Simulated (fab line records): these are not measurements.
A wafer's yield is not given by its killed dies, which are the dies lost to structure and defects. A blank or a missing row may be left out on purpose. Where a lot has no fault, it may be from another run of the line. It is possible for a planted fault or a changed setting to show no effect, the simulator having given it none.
Which tool is to blame? | flow n5-finfet | 24 lots, 72 wafers sampled, at 5 steps of a route of 1938

== WHAT EACH GAUGE READ, for each wafer ==
N5_BEOL_M2_CD_MEAS_28: target cd 26.2 nm, target cd y 24.1 nm.
lot  | measured     | on        | cd-nm (nm)
L074 | day 6 12:33  | cd-sem-01 | 25.85 26.42 26.61
L075 | day 6 18:13  | cd-sem-02 | 26.25 26.35 26.47
L076 | day 7 02:56  | cd-sem-01 | 26.19 25.99 26.06
L077 | day 7 10:28  | cd-sem-03 | 25.91 25.60 26.02
L078 | day 7 12:38  | cd-sem-01 | 26.26 25.90 26.16
L079 | day 7 19:08  | cd-sem-01 | 26.47 26.23 26.17
L080 | day 8 05:06  | cd-sem-02 | 26.06 26.30 26.58
L081 | day 8 09:26  | cd-sem-01 | 25.78 25.90 25.76
L083 | day 8 18:40  | cd-sem-03 | 26.11 26.08 26.62
L082 | day 8 18:55  | cd-sem-03 | 25.91 25.85 25.92
L084 | day 9 20:48  | cd-sem-02 | 26.50 25.83 26.07
L085 | day 10 01:40 | cd-sem-01 | 26.45 26.08 26.01
L086 | day 10 04:53 | cd-sem-01 | 26.15 26.05 25.95
L087 | day 10 06:37 | cd-sem-02 | 25.92 25.90 26.24
L088 | day 10 06:40 | cd-sem-01 | 26.19 26.24 26.47
L089 | day 10 09:10 | cd-sem-03 | 26.22 25.99 26.26
L090 | day 10 14:22 | cd-sem-02 | 26.15 26.34 26.23
L091 | day 10 20:07 | cd-sem-03 | 26.51 26.31 26.50
L092 | day 11 04:10 | cd-sem-01 | 25.88 26.12 26.13
L093 | day 11 08:47 | cd-sem-02 | 25.97 26.01 26.10
L094 | day 11 18:57 | cd-sem-02 | 25.69 25.63 25.98
L095 | day 11 19:10 | cd-sem-01 | 26.13 26.37 25.99
L096 | day 12 09:53 | cd-sem-03 | 25.82 25.79 26.30
L097 | day 12 21:16 | cd-sem-03 | 26.35 26.15 26.07

N5_BEOL_M2_OVL_MEAS_29.
lot  | measured     | on         | V1_OVL (nm)
L074 | day 6 12:35  | overlay-01 | 0.9 0.9 0.6
L075 | day 6 18:16  | overlay-01 | 1.4 1.4 0.8
L076 | day 7 02:58  | overlay-01 | 0.3 1.5 0.0
L077 | day 7 10:30  | overlay-02 | -0.3 -0.2 0.0
L078 | day 7 12:40  | overlay-01 | 0.9 0.5 0.8
L079 | day 7 19:11  | overlay-02 | 0.3 1.0 0.4
L080 | day 8 05:08  | overlay-01 | 0.2 0.3 0.4
L081 | day 8 09:28  | overlay-02 | 1.5 1.2 1.6
L083 | day 8 18:42  | overlay-01 | 0.3 0.6 0.8
L082 | day 8 18:56  | overlay-02 | -0.5 0.0 -0.5
L084 | day 9 20:50  | overlay-01 | 0.1 0.6 0.0
L085 | day 10 01:43 | overlay-02 | 0.7 1.0 1.4
L086 | day 10 04:55 | overlay-02 | 1.5 1.0 2.1
L087 | day 10 06:38 | overlay-02 | -0.2 0.3 -0.4
L088 | day 10 06:43 | overlay-01 | 0.0 1.1 1.3
L089 | day 10 09:11 | overlay-02 | 1.5 0.5 1.2
L090 | day 10 14:23 | overlay-02 | 0.7 0.3 -0.3
L091 | day 10 20:09 | overlay-01 | 0.8 0.2 0.6
L092 | day 11 04:11 | overlay-01 | 0.3 0.2 -0.4
L093 | day 11 08:50 | overlay-02 | 0.4 1.4 1.1
L094 | day 11 18:59 | overlay-02 | 1.8 1.1 1.6
L095 | day 11 19:12 | overlay-01 | -0.3 1.0 0.8
L096 | day 12 09:55 | overlay-01 | 0.0 0.7 0.7
L097 | day 12 21:17 | overlay-01 | 0.4 0.3 -0.4

N5_BEOL_M2_CD_MEAS_35: target cd 18 nm, target cd y 22.2 nm.
lot  | measured     | on        | cd-nm (nm)
L074 | day 6 16:26  | cd-sem-01 | 18.6 18.3 18.3
L075 | day 6 19:10  | cd-sem-02 | 18.5 18.3 18.2
L076 | day 7 09:46  | cd-sem-01 | 18.2 18.4 17.8
L077 | day 7 12:58  | cd-sem-03 | 18.1 18.0 18.5
L078 | day 7 18:34  | cd-sem-02 | 18.1 17.9 18.1
L079 | day 7 21:13  | cd-sem-03 | 18.0 18.9 18.1
L080 | day 8 12:29  | cd-sem-01 | 18.2 18.5 18.1
L081 | day 8 13:13  | cd-sem-03 | 18.3 18.0 18.4
L083 | day 9 01:50  | cd-sem-02 | 18.7 17.5 18.3
L082 | day 9 15:47  | cd-sem-03 | 18.4 17.8 17.9
L084 | day 10 03:26 | cd-sem-01 | 17.9 18.8 18.7
L085 | day 10 08:50 | cd-sem-02 | 18.4 17.5 18.0
L086 | day 10 08:58 | cd-sem-01 | 18.2 18.3 18.3
L087 | day 10 09:20 | cd-sem-03 | 16.9 17.7 17.8
L088 | day 10 15:20 | cd-sem-01 | 17.7 18.0 17.7
L089 | day 10 19:58 | cd-sem-02 | 17.1 18.4 17.3
L090 | day 10 20:14 | cd-sem-02 | 18.7 18.7 18.0
L091 | day 11 02:43 | cd-sem-02 | 18.2 17.5 18.4
L092 | day 11 08:09 | cd-sem-02 | 19.2 18.5 18.5
L093 | day 11 14:41 | cd-sem-03 | 18.6 18.0 17.5
L094 | day 12 09:31 | cd-sem-03 | 17.8 17.8 17.8
L095 | day 12 16:29 | cd-sem-02 | 18.2 18.1 18.7
L096 | day 12 16:43 | cd-sem-02 | 18.8 18.0 18.3
L097 | day 12 23:17 | cd-sem-02 | 17.9 18.2 18.4

== EACH LOT AND THE TOOL THAT RAN IT (in order: tool; ch and the chambers of the sampled wafers; start) ==
lot  | N5_BEOL_M2_ETCH_64                 | N5_BEOL_M2_ETCH_70
L074 | rie-diel-01 ch 1,2,3, day 6 11:45  | rie-diel-01 ch 2,3, day 6 15:56
L075 | rie-diel-01 ch 0,1,3, day 6 17:13  | rie-diel-05 ch 0,1, day 6 18:40
L076 | rie-diel-03 ch 0,1,3, day 7 02:02  | rie-diel-01 ch 1,2,3, day 7 09:15
L077 | rie-diel-03 ch 0,1,2, day 7 09:29  | rie-diel-01 ch 1,2, day 7 12:28
L078 | rie-diel-05 ch 0,1,3, day 7 11:58  | rie-diel-03 ch 0,2,3, day 7 18:02
L079 | rie-diel-01 ch 0,3, day 7 18:28    | rie-diel-05 ch 0,1, day 7 20:41
L080 | rie-diel-01 ch 0,3, day 8 04:25    | rie-diel-03 ch 0,2, day 8 11:58
L081 | rie-diel-01 ch 0,1,3, day 8 08:46  | rie-diel-01 ch 0,1,3, day 8 12:42
L083 | rie-diel-05 ch 0,2,3, day 8 17:53  | rie-diel-01 ch 0,1,3, day 9 01:18
L082 | rie-diel-05 ch 0,1,3, day 8 18:07  | rie-diel-03 ch 0,2,3, day 9 15:16
L084 | rie-diel-03 ch 0,2, day 9 20:07    | rie-diel-03 ch 0,2,3, day 10 02:55
L085 | rie-diel-01 ch 1,2, day 10 00:59   | rie-diel-05 ch 1,2,3, day 10 08:19
L086 | rie-diel-01 ch 0,1,2, day 10 04:10 | rie-diel-03 ch 0,1,3, day 10 08:26
L087 | rie-diel-05 ch 0,3, day 10 05:43   | rie-diel-03 ch 0,1,3, day 10 08:49
L088 | rie-diel-01 ch 0,1,2, day 10 05:49 | rie-diel-01 ch 0,1,2, day 10 14:49
L089 | rie-diel-03 ch 1,2,3, day 10 08:15 | rie-diel-01 ch 0,2, day 10 19:27
L090 | rie-diel-03 ch 0,2,3, day 10 13:40 | rie-diel-03 ch 2,3, day 10 19:43
L091 | rie-diel-05 ch 0,2,3, day 10 19:19 | rie-diel-01 ch 0,1,2, day 11 02:12
L092 | rie-diel-05 ch 2,3, day 11 03:29   | rie-diel-01 ch 0,1,3, day 11 07:38
L093 | rie-diel-03 ch 0,1, day 11 08:01   | rie-diel-05 ch 0,3, day 11 14:10
L094 | rie-diel-05 ch 0,1, day 11 18:03   | rie-diel-01 ch 0,2,3, day 12 08:55
L095 | rie-diel-05 ch 1,3, day 11 18:17   | rie-diel-05 ch 0,1, day 12 15:57
L096 | rie-diel-03 ch 0,1,2, day 12 09:13 | rie-diel-03 ch 1,2,3, day 12 16:12
L097 | rie-diel-03 ch 0,2,3, day 12 20:25 | rie-diel-03 ch 0,3, day 12 22:46
- N5_BEOL_M2_ETCH_64: etches SOC in N2/H2, target depth 75 nm, overetch 22.5 nm, time 121.9 s.
- N5_BEOL_M2_ETCH_70: etches SOC in N2/H2, target depth 80 nm, overetch 24 nm, time 130 s.

== AS READ BY THE TOOLS THEMSELVES (means over the sampled wafers that have a number; for cases with no such wafer, the mark the record gives instead) ==
N5_BEOL_M2_ETCH_64.
lot  | tool        | drypump-motor-current-A (A) | oes-product-au (a.u.) | rf-vpp-V (V) | showerhead-plenum-p-Torr (Torr) | temp-c (C) | throttle-valve-pct (%)
L074 | rie-diel-01 | 5.5                         | 0.56                  | 523.6        | 2.53                            | 40.02      | 18.0
L075 | rie-diel-01 | 5.5                         | 0.55                  | 525.4        | 2.60                            | 40.13      | 18.0
L076 | rie-diel-03 | 5.3                         | 0.57                  | 523.1        | 2.50                            | 40.06      | 18.0
L077 | rie-diel-03 | 5.5                         | 0.59                  | 522.9        | 2.51                            | 40.08      | 17.9
L078 | rie-diel-05 | 5.5                         | 0.67                  | 522.6        | 2.50                            | 40.09      | 17.4
L079 | rie-diel-01 | 5.7                         | 0.69                  | 524.1        | 2.58                            | 40.00      | 17.6
L080 | rie-diel-01 | 5.7                         | 0.64                  | 524.1        | 2.56                            | 40.09      | 17.5
L081 | rie-diel-01 | 5.5                         | 0.61                  | 524.9        | 2.59                            | 39.92      | 17.9
L083 | rie-diel-05 | 5.6                         | 0.62                  | 523.2        | 2.51                            | 40.03      | 17.5
L082 | rie-diel-05 | 5.5                         | 0.65                  | 523.4        | 2.50                            | 39.92      | 17.4
L084 | rie-diel-03 | 5.8                         | 0.61                  | 526.4        | 2.59                            | 39.96      | 17.7
L085 | rie-diel-01 | 5.3                         | 0.58                  | 525.8        | 2.64                            | 40.02      | 18.2
L086 | rie-diel-01 | 5.6                         | 0.64                  | 525.5        | 2.63                            | 40.11      | 17.9
L087 | rie-diel-05 | 5.8                         | 0.66                  | 523.5        | 2.50                            | 39.84      | 17.2
L088 | rie-diel-01 | 5.5                         | 0.64                  | 526.7        | 2.63                            | 40.04      | 18.0
L089 | rie-diel-03 | 5.5                         | 0.65                  | 527.8        | 2.68                            | 40.04      | 17.5
L090 | rie-diel-03 | 5.7                         | 0.60                  | 525.2        | 2.58                            | 39.97      | 17.7
L091 | rie-diel-05 | 5.6                         | 0.61                  | 522.1        | 2.51                            | 39.98      | 17.5
L092 | rie-diel-05 | 6.1                         | 0.61                  | 522.1        | 2.46                            | 39.96      | 17.4
L093 | rie-diel-03 | 5.2                         | 0.63                  | 525.3        | 2.62                            | 40.05      | 18.0
L094 | rie-diel-05 | 5.3                         | 0.60                  | 522.5        | 2.48                            | 39.92      | 17.7
L095 | rie-diel-05 | 5.8                         | 0.61                  | 521.7        | 2.44                            | 39.91      | 17.6
L096 | rie-diel-03 | 5.5                         | 0.61                  | 526.3        | 2.60                            | 40.04      | 17.8
L097 | rie-diel-03 | 5.6                         | 0.58                  | 525.1        | 2.57                            | 40.08      | 17.8

N5_BEOL_M2_ETCH_70.
lot  | tool        | drypump-motor-current-A (A) | oes-product-au (a.u.) | rf-vpp-V (V) | showerhead-plenum-p-Torr (Torr) | temp-c (C) | throttle-valve-pct (%)
L074 | rie-diel-01 | 5.8                         | 0.54                  | 521.6        | 2.44                            | 40.07      | 17.9
L075 | rie-diel-05 | 5.3                         | 0.61                  | 522.6        | 2.50                            | 39.93      | 17.7
L076 | rie-diel-01 | 5.5                         | 0.53                  | 523.4        | 2.53                            | 39.98      | 18.0
L077 | rie-diel-01 | 5.3                         | 0.51                  | 524.6        | 2.55                            | 39.84      | 18.3
L078 | rie-diel-03 | 5.6                         | 0.60                  | 524.4        | 2.59                            | 39.87      | 17.7
L079 | rie-diel-05 | 5.0                         | 0.62                  | 524.1        | 2.55                            | 40.13      | 17.5
L080 | rie-diel-03 | 5.7                         | 0.57                  | 522.8        | 2.51                            | 39.98      | 18.0
L081 | rie-diel-01 | 5.5                         | 0.59                  | 524.2        | 2.59                            | 40.06      | 17.9
L083 | rie-diel-01 | 5.5                         | 0.59                  | 525.7        | 2.59                            | 39.99      | 17.9
L082 | rie-diel-03 | 5.7                         | 0.59                  | 525.6        | 2.58                            | 39.93      | 17.7
L084 | rie-diel-03 | 5.6                         | 0.58                  | 524.9        | 2.58                            | 40.06      | 17.7
L085 | rie-diel-05 | 5.9                         | 0.57                  | 521.9        | 2.46                            | 39.94      | 17.6
L086 | rie-diel-03 | 5.3                         | 0.60                  | 525.9        | 2.60                            | 39.88      | 17.9
L087 | rie-diel-03 | 5.3                         | 0.59                  | 525.8        | 2.60                            | 39.92      | 17.9
L088 | rie-diel-01 | 5.6                         | 0.62                  | 526.4        | 2.63                            | 40.03      | 18.0
L089 | rie-diel-01 | 5.8                         | 0.67                  | 525.6        | 2.62                            | 39.94      | 17.7
L090 | rie-diel-03 | 5.8                         | 0.61                  | 526.9        | 2.66                            | 39.89      | 17.4
L091 | rie-diel-01 | 5.6                         | 0.61                  | 526.8        | 2.63                            | 40.01      | 18.0
L092 | rie-diel-01 | 5.5                         | 0.57                  | 525.1        | 2.58                            | 39.96      | 17.9
L093 | rie-diel-05 | 5.2                         | 0.62                  | 524.0        | 2.54                            | 40.05      | 17.4
L094 | rie-diel-01 | 5.8                         | 0.62                  | 526.2        | 2.60                            | 40.02      | 17.7
L095 | rie-diel-05 | 5.3                         | 0.58                  | 521.6        | 2.48                            | 39.99      | 17.7
L096 | rie-diel-03 | 5.5                         | 0.61                  | 527.2        | 2.67                            | 39.94      | 17.6
L097 | rie-diel-03 | 5.4                         | 0.56                  | 525.4        | 2.56                            | 40.05      | 17.9

== THE ANSWER, worked out from the rows above alone ==
Rule: what is usual is taken from the lots themselves. The widest of any qualifying gaps counts: lots, ordered by their means at a reading, are off when they make up no more than a third of the lots, leave a main group of 4 or more, and stand apart from it by 3 or more times the standard deviation of that group's means. The tables above print the reading to a certain number of digits; a main group whose means all agree to those digits is not used. Also off: a lot with no number at a reading for which 4 or more lots have one. Any other lot the step has rows for is counted as sound. The gauges are gone through in route order, then the tools' own readings, and for those a lot's mean is taken as printed above. At the first step where some lot is off, the reading lying furthest off is the one used; lots without a number count as furthest.
Across all readings shown, no lot is off: no conclusion can be drawn from this.

== WHAT WAS PUT IN BY THE SIMULATOR ==
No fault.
